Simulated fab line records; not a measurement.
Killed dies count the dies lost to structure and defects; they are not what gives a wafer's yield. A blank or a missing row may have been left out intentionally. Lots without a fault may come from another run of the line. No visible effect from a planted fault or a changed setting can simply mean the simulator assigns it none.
Chamber matching + flow nandHarc + 4 sister chambers for NHARC_A_CHANNEL_FILL_D2_ETCHBACK_20 on rieDiel-08
The step etches the open film in C4F8/O2/Ar, target depth 27 nm, time 13.5 s. 8 wafers are shown with their chamber, then 8 later ones without.

## WAFERS WITH THEIR CHAMBER
| wafer  | chamber | rfVppV (V) | oesProductAu (a.u.) |
|--------|---------|------------|---------------------|
| L084.6 | 3       | 970        | 1.001               |
| L091.2 | 1       | 976        | 1.005               |
| L091.3 | 0       | 989        | 0.996               |
| L091.5 | 0       | 990        | 0.999               |
| L091.1 | 3       | 970        | 0.990               |
| L091.4 | 2       | 977        | 0.983               |
| L091.6 | 1       | 974        | 0.990               |
| L093.1 | 2       | 978        | 0.993               |

## WAFERS WITH NO CHAMBER GIVEN
| wafer  | rfVppV (V) | oesProductAu (a.u.) |
|--------|------------|---------------------|
| L093.2 | 974        | 0.994               |
| L093.3 | 987        | 0.975               |
| L093.4 | 970        | 0.973               |
| L093.5 | 978        | 0.979               |
| L093.6 | 977        | 0.986               |
| L096.1 | 975        | 0.993               |
| L096.4 | 987        | 1.005               |
| L096.5 | 968        | 0.992               |

## WHICH CHAMBER EACH WENT THROUGH
| wafer  | from the rows above | in truth                   |
|--------|---------------------|----------------------------|
| L093.2 | 1                   | 1                          |
| L093.3 | 0                   | 0                          |
| L093.4 | 3                   | 3                          |
| L093.5 | 2                   | 2                          |
| L093.6 | 2                   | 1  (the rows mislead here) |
| L096.1 | 1                   | 1                          |
| L096.4 | 0                   | 0                          |
| L096.5 | 3                   | 3                          |
Correctly placed: 7 of 8. Not placeable from these rows: 0. Number placed wrongly: 1.
How it was worked out, from the rows above alone: a wafer's distance from a chamber is the root of the sum, over the readings, of the square of ((its reading less the chamber's mean) divided by the reading's scatter). The wafer belongs to the nearest chamber; if the next one is less than 2 further off, it can't be placed. A chamber's mean is the mean of its shown wafers. The scatter is the square root of a quotient: the sum, over the shown wafers, of each reading's squared deviation from its chamber's mean, divided by wafers minus chambers.
